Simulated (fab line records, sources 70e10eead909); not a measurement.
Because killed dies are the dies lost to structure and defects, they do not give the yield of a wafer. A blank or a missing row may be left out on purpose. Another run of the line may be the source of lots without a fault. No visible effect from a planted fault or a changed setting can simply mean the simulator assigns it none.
fab line records    flow nand_harc
[record] lots = 7  wafers = 18  last_day = 35
route steps=1302 shown A_CHANNEL_HOLE_D1@480 A_CHANNEL_FILL_D1@490 END@1302
lots that met no fault: taken from a fault-free run of the same line
start_h: the number of hours between the record's first day and the start of the first shown wafer of the lot    wait_h: hours from the lot's prior step to this one    " identical to the entry in the row above    L1.1+2: a single row standing in for several wafers    - either no value or no given start    * or withheld: withheld    < > ~ a bound
route shown NAME@n: NAME is a module with steps in the file, n the number in the route of the first one    usual: the fault-free wafers' mean and standard deviation    same: alike in all rows    chamber/n: place in a boat    sites: per-site readings    _std_site: their standard deviation    _edge_site: inner sites' mean taken away from outer sites' mean    radius_mm: how far each site lies from the wafer's centre    mask NAME#n: copy n    behind: the most recent tool/chamber to have shaped the wafer    hold: the reason the lot was held/the length of the hold in hours/how it ended    device: whichever transistor did not switch (one of n, p or np)    end of line: tests run on the same wafers once the route is complete    a step without rows: its recipe alone    killed: count of dies lost to structure and defects at first sort (not the wafer's yield)    map: a wafer's dies, marking killed ones x, the rest . and places with no die _
set.NAME: the setting as run; set.NAME@STEP: as run at that earlier step    model.NAME: the simulator's own value behind a step, which no gauge read
a table for each step, a row for each wafer; lots at some steps of the route
services: the hour from which a tool's chamber was out of use, counted from the record's first day as start_h (under 0 if before that day), plus the number of hours and why
[[steps]]
[step NHARC_A_CHANNEL_HOLE_D1_STRIP_41]
[recipe] n2_flow_sccm = 150  h2_flow_sccm = 150  ar_flow_sccm = 0  bias_w = 0  chemistry = N2/H2
[step NHARC_A_CHANNEL_HOLE_D1_STRIP_42]
[recipe] cf4_flow_sccm = 100  chf3_flow_sccm = 30  ar_flow_sccm = 0  bias_w = 0  chemistry = CF4/CHF3
[step NHARC_A_CHANNEL_HOLE_D1_STRIP_43]
[recipe] o2_flow_sccm = 400  cos_flow_sccm = 20  ar_flow_sccm = 0  bias_w = 0  chemistry = O2/COS
[step NHARC_A_CHANNEL_HOLE_D1_ETCH_44]
[recipe] target_depth_a = 1400  overetch_a = 140  time_s = 77  ion_energy_ev = 100  cf4_flow_sccm = 80  o2_flow_sccm = 20  ar_flow_sccm = 0  rf_w = 300  bias_w = 100  chemistry = CF4/O2
[usual] drypump_motor_current_A = 5.7/0.39  oes_product_au = 0.998/0.0088  rf_vpp_V = 197.3/1.4  showerhead_plenum_p_Torr = 1.31/0.046  throttle_valve_pct = 13.396/0.0078
lot.wafer  tool         chamber  start_h  wait_h  drypump_motor_current_A  oes_product_au  rf_hours_counter_h  rf_vpp_V  showerhead_plenum_p_Torr  throttle_valve_pct
L908.1     rie_diel-12  3        188.42   0.1     5.9                      0.994           9                   196.9     1.27                      13.405
L908.4     "            2        "        "       5.3                      0.983           -                   200.2     1.38                      13.392
L908.6     "            1        "        "       5.7                      1.009           -                   197.2     1.31                      13.390
L914.1     rie_diel-12  1        301.61   0.1     5.6                      0.995           1                   196.0     1.31                      13.379
L914.3     "            3        "        "       5.9                      1.003           5                   195.1     1.26                      13.394
L913.4     rie_diel-12  2        304.97   0.1     5.3                      0.993           6                   199.6     1.38                      13.402
L913.5     "            1        "        "       5.7                      0.996           -                   197.6     1.31                      13.402
L919.1     rie_diel-12  3        309.91   0.1     5.9                      1.000           6                   197.6     1.26                      13.419
L919.5     "            3        "        "       5.9                      0.985           -                   196.5     1.26                      13.399
L922.1     rie_diel-12  3        335.60   0.1     5.9                      0.994           8                   196.0     1.26                      13.406
L922.2     "            0        "        "       6.3                      1.006           8                   197.8     1.30                      13.381
L922.6     "            0        "        "       6.3                      1.009           -                   197.4     1.30                      13.392
L929.2     rie_diel-12  3        408.80   0.1     5.9                      1.010           13                  196.4     1.26                      13.381
L929.4     "            0        "        "       6.3                      1.006           14                  196.0     1.30                      13.395
L929.6     "            3        "        "       5.9                      1.008           -                   197.6     1.26                      13.387
L931.4     rie_diel-10  1        437.30   0.1     5.8                      1.009           1                   195.8     1.25                      13.399
L931.1     "            3        "        "       5.4                      1.010           1                   199.8     1.41                      13.407
L931.5     "            1        "        "       5.8                      1.003           -                   194.5     1.25                      13.400
[step NHARC_A_CHANNEL_HOLE_D1_STRIP_27]
[recipe] o2_flow_sccm = 500  ar_flow_sccm = 0  bias_w = 0  chemistry = O2
[usual] drypump_motor_current_A = 5.8/0.41  oes_product_au = 0.997/0.0092  rf_vpp_V = 57.6/0.82  showerhead_plenum_p_Torr = 3.47/0.12  throttle_valve_pct = 17.035/0.0093
lot.wafer  tool         chamber  start_h  wait_h  drypump_motor_current_A  oes_product_au  rf_hours_counter_h  rf_vpp_V  showerhead_plenum_p_Torr  throttle_valve_pct
L908.1     rie_diel-12  3        -        -       5.9                      0.998           10                  57.4      3.35                      17.034
L908.4     "            1        "        "       5.7                      1.010           -                   57.6      3.47                      17.048
L908.6     "            3        "        "       5.9                      1.000           -                   57.8      3.35                      17.049
L914.3     rie_diel-12  1        -        -       5.7                      0.986           1                   57.7      3.47                      17.028
L914.1     "            3        "        "       5.9                      0.979           5                   58.3      3.34                      17.016
L913.4     rie_diel-12  1        -        -       5.7                      0.999           1                   58.4      3.47                      17.028
L913.5     "            3        "        "       5.9                      0.989           -                   56.9      3.34                      17.033
L919.1     rie_diel-12  0        -        -       6.3                      0.991           6                   58.3      3.45                      17.031
L919.5     "            1        "        "       5.7                      0.991           -                   57.7      3.47                      17.039
L922.2     rie_diel-12  2        -        -       5.3                      0.995           9                   58.8      3.64                      17.040
L922.1     "            0        "        "       6.3                      0.982           8                   57.6      3.45                      17.024
L922.6     "            2        "        "       5.3                      0.978           -                   58.3      3.64                      17.049
L929.2     rie_diel-12  3        -        -       5.9                      1.004           13                  55.9      3.34                      17.030
L929.4     "            0        "        "       6.3                      0.998           14                  58.3      3.45                      17.042
L929.6     "            0        "        "       6.3                      1.004           -                   58.3      3.45                      17.031
L931.4     rie_diel-10  1        -        -       5.8                      0.998           1                   56.9      3.32                      17.042
L931.1     "            2        "        "       5.1                      1.016           1                   58.3      3.37                      17.036
L931.5     "            2        "        "       5.1                      1.020           -                   56.9      3.37                      17.031
[step NHARC_A_CHANNEL_HOLE_D1_PRECLEAN_28]
[recipe] time_s = *  temp_c = 50  bath_age_min = 0  chemistry = SC1
[step NHARC_A_CHANNEL_HOLE_D1_SRD_29]
[step NHARC_A_CHANNEL_HOLE_D1_CD_MEAS_30]
[usual] cd_nm = 89.4/1.1
lot.wafer  tool       chamber  start_h  wait_h  cd_nm
L908.1     cd_sem-03  -        189.33   -       88.9
L908.4     "          -        "        "       88.5
L908.6     "          -        "        "       89.5
L914.1     cd_sem-01  -        302.41   -       90.4
L914.3     "          -        "        "       88.4
L913.4     cd_sem-03  -        305.77   -       89.5
L913.5     "          -        "        "       90.3
L919.1     cd_sem-02  -        310.75   0.1     88.3
L919.5     "          -        "        "       89.3
L922.1     cd_sem-01  -        336.40   -       89.9
L922.2     "          -        "        "       88.9
L922.6     "          -        "        "       88.4
L929.2     cd_sem-01  -        409.62   0.1     91.0
L929.4     "          -        "        "       87.2
L929.6     "          -        "        "       91.9
L931.1     cd_sem-03  -        438.12   0.1     88.8
L931.4     "          -        "        "       91.1
L931.5     "          -        "        "       90.4
[step NHARC_A_CHANNEL_HOLE_D1_XSEM_31]
[recipe] landing_energy_ev = 35000
[usual] bot_cd_nm = 74.1/1.3  bow_nm = 8.67/0.25  tilt_deg = 0.08/0.035
lot.wafer  tool     chamber  start_h  wait_h  bot_cd_nm  bow_nm  tilt_deg
L908.1     xsem-02  0        189.42   0.1     72.7       8.83    0.08
L908.4     "        0        "        "       73.5       8.94    0.08
L908.6     "        0        "        "       74.8       8.81    0.08
L914.1     xsem-02  0        302.50   0.1     75.0       8.50    0.10
L914.3     "        0        "        "       73.5       8.37    0.10
L913.4     xsem-01  0        305.86   0.1     73.7       9.04    0.01
L913.5     "        0        "        "       74.4       9.05    0.01
L919.1     xsem-01  0        310.83   0.1     72.0       8.55    0.01
L919.5     "        0        "        "       72.8       8.62    0.00
L922.1     xsem-02  0        336.49   0.1     75.3       8.53    0.05
L922.2     "        0        "        "       74.2       8.70    0.05
L922.6     "        0        "        "       74.3       8.61    0.05
L929.2     xsem-02  0        409.72   0.1     76.3       9.09    0.11
L929.4     "        0        "        "       72.5       9.08    0.11
L929.6     "        0        "        "       76.6       9.12    0.12
L931.1     xsem-02  0        438.21   0.1     73.6       8.31    0.11
L931.4     "        0        "        "       75.7       8.35    0.11
L931.5     "        0        "        "       74.6       8.43    0.11
[step NHARC_A_CHANNEL_HOLE_D1_INSPECT_40]
[usual] raw_defect_count = 70/25
lot.wafer  tool               chamber  start_h  wait_h  raw_defect_count
L908.1     defect_inspect-02  -        189.52   -       36
L908.4     "                  -        "        "       28
L908.6     "                  -        "        "       44
L914.1     defect_inspect-02  -        302.60   -       95
L914.3     "                  -        "        "       103
L913.4     defect_inspect-01  -        305.95   -       58
L913.5     "                  -        "        "       86
L919.1     defect_inspect-01  -        310.93   -       89
L919.5     "                  -        "        "       94
L922.1     defect_inspect-02  -        336.59   -       108
L922.2     "                  -        "        "       96
L922.6     "                  -        "        "       132
L929.2     defect_inspect-01  -        409.81   -       47
L929.4     "                  -        "        "       54
L929.6     "                  -        "        "       41
L931.1     defect_inspect-02  -        438.31   -       44
L931.4     "                  -        "        "       52
L931.5     "                  -        "        "       25
[step NHARC_A_CHANNEL_FILL_D1_PRECLEAN_00]
[recipe] time_s = *  temp_c = 50  bath_age_min = 0  chemistry = SC1
[step NHARC_A_CHANNEL_FILL_D1_SRD_01]
[step NHARC_A_CHANNEL_FILL_D1_ALD_02]
[recipe] target_thk_a = 60  pulse_time_s = 10  ald_cycles = 60  temp_c = 300  material = SiO2
[usual] ald_cycles = 60/0  heater_power_w = 481/55  precursor_pulse_height_rel = 0.997/0.02
lot.wafer  tool       chamber  start_h  wait_h  ald_cycles  heater_power_w  precursor_pulse_height_rel
L908.4     ald_hk-02  1        189.71   -       60          500             0.972
L908.1     "          0        "        "       60          394             1.016
L908.6     "          1        "        "       60          487             1.024
L914.1     ald_hk-03  3        302.79   -       47          589             1.012
L914.3     "          0        "        "       60          511             1.021
L913.4     ald_hk-03  0        306.29   -       60          529             1.006
L913.5     "          3        "        "       47          628             1.003
L919.1     ald_hk-03  3        311.27   -       47          602             1.017
L919.5     "          2        "        "       47          495             1.012
L922.2     ald_hk-04  3        336.79   -       60          386             1.003
L922.1     "          1        "        "       60          486             0.994
L922.6     "          0        "        "       60          471             0.960
L929.4     ald_hk-04  1        410.01   -       60          469             0.990
L929.2     "          3        "        "       60          390             1.013
L929.6     "          1        "        "       60          479             0.994
L931.1     ald_hk-03  1        438.50   -       60          496             1.030
L931.4     "          3        "        "       60          565             1.020
L931.5     "          2        "        "       60          528             1.003
[step NHARC_A_CHANNEL_FILL_D1_ALD_03]
[recipe] target_thk_a = 60  pulse_time_s = 60  ald_cycles = 58  temp_c = 630  pressure_torr = 2  material = SiNx
[usual] ald_cycles = 58/0  precursor_pulse_height_rel = 0.999/0.022
lot.wafer  tool              chamber  start_h  wait_h  ald_cycles  precursor_pulse_height_rel
L908.1     ald_sin_batch-03  0        -        -       58          1.010
L908.4     "                 0        "        "       58          0.993
L908.6     "                 0        "        "       58          0.977
L914.1     ald_sin_batch-03  0        -        -       58          0.968
L914.3     "                 0        "        "       58          1.008
L913.4     ald_sin_batch-02  0        -        -       58          1.016
L913.5     "                 0        "        "       58          1.020
L919.1     ald_sin_batch-03  0        -        -       58          0.987
L919.5     "                 0        "        "       58          0.987
L922.1     ald_sin_batch-03  0        -        -       58          1.010
L922.2     "                 0        "        "       58          0.999
L922.6     "                 0        "        "       58          1.018
L929.2     ald_sin_batch-02  0        -        -       58          0.976
L929.4     "                 0        "        "       58          1.017
L929.6     "                 0        "        "       58          1.002
L931.1     ald_sin_batch-03  0        -        -       58          1.006
L931.4     "                 0        "        "       58          0.984
L931.5     "                 0        "        "       58          0.978
[step NHARC_END_SORT_01]
[recipe] temp_c = 25
[usual] killed_at_array = 54/18  killed_at_other = 0.9/1.2  killed_at_periphery = 4.4/2.9  killed_dies = 59/18  killed_open = 3.2/1.8  killed_short = 2.6/1.8
[same] gross_dies = 677
lot.wafer  tool       chamber  start_h  wait_h  killed_at_array  killed_at_other  killed_at_periphery  killed_dies  killed_open  killed_short
L922.1     prober-01  0        728.25   2.5     58               1                3                    62           1            2
L922.2     prober-01  0        729.07   2.8     73               0                7                    80           4            6
L922.6     prober-01  0        732.36   4.1     64               0                4                    68           3            4
// killed by level:class
L922.1 A_SLIT:chamber_film_flake=32 A_CHANNEL_HOLE_D1:chamber_film_flake=23 P_BONDPAD:chamber_film_flake=2 A_ONON_D1:geometric_particle:short=1 A_CHANNEL_FILL_D2:geometric_particle:open=1 A_WL_FILL:geometric_particle:short=1 P_GATE:chamber_film_flake=1 THIN_TSV:chamber_film_flake=1
L922.2 A_SLIT:chamber_film_flake=34 A_CHANNEL_HOLE_D1:chamber_film_flake=30 P_CONTACT:geometric_particle:short=2 A_ONON_D1:geometric_particle:short=2 P_GATE:chamber_film_flake=2 A_CONTACT:chamber_film_flake=2 P_M0:geometric_particle:short=1 P_M0:geometric_particle:open=1
L922.6 A_SLIT:chamber_film_flake=31 A_CHANNEL_HOLE_D1:chamber_film_flake=21 A_CHANNEL_FILL_D1:geometric_particle:short=2 P_GATE:chamber_film_flake=2 A_ZERO_WELL:chamber_film_flake=2 A_CONTACT:chamber_film_flake=2 P_STI:geometric_particle:short=1 A_ONON_D1:geometric_particle:short=1
[[services]]
tool              chamber  start_h  hours  kind
ald_hk-02         -        171.07   10.0   pm
rie_diel-12       0        174.37   -      clean
rie_diel-12       1        174.37   -      clean
rie_diel-12       2        174.37   -      clean
rie_diel-12       3        174.37   -      clean
rie_diel-12       0        187.32   14.6   repair
rie_diel-12       1        198.87   -      clean
ald_hk-03         -        214.56   10.0   pm
rie_diel-10       -        242.56   9.0    pm
rie_diel-12       -        252.69   0.6    repair
ald_sin_batch-02  -        266.73   26.0   pm
rie_diel-12       -        268.80   9.0    pm
rie_diel-12       1        283.26   15.4   repair
rie_diel-10       1        313.38   2.9    repair
rie_diel-10       3        330.29   16.7   repair
ald_hk-03         -        365.91   0.6    repair
xsem-01           -        374.00   14.0   pm
rie_diel-10       1        382.42   5.0    repair
xsem-02           -        387.57   0.5    repair
rie_diel-12       -        390.52   0.5    repair
ald_hk-03         -        392.56   10.0   pm
rie_diel-10       0        406.59   3.3    repair
rie_diel-10       -        419.56   9.0    pm
ald_hk-04         -        432.49   10.0   pm
[[key]]
[first_sign] step = NHARC_A_CHANNEL_FILL_D1_ALD_02  reading = ald_cycles  direction = down  sigmas = 99+  usual = 60  struck = 47
effect none on later readings
met_at NHARC_A_CHANNEL_FILL_D1_ALD_02
struck_wafers L913.5,L914.1,L919.1,L919.5
tester_left_out L913,L914,L919
[fault] kind = process_parameter_drift  tool = ald_hk-03  chamber = -  onset_h = 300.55  steps = NHARC_A_CHANNEL_FILL_D1_ALD_02  channel = ald_cycles  offset = -13  shape = step  end_h = 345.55  scope = struck_wafers_only  acts_in = these_recipes_only  stated = 60
// tester_left_out: of these lots the tester's yield and bins aren't shown, on N5 and GAA mostly nor the transistor test; their killed dies are dies lost to structure and defects alone, not to doping, threshold or leakage, so they don't give the yield
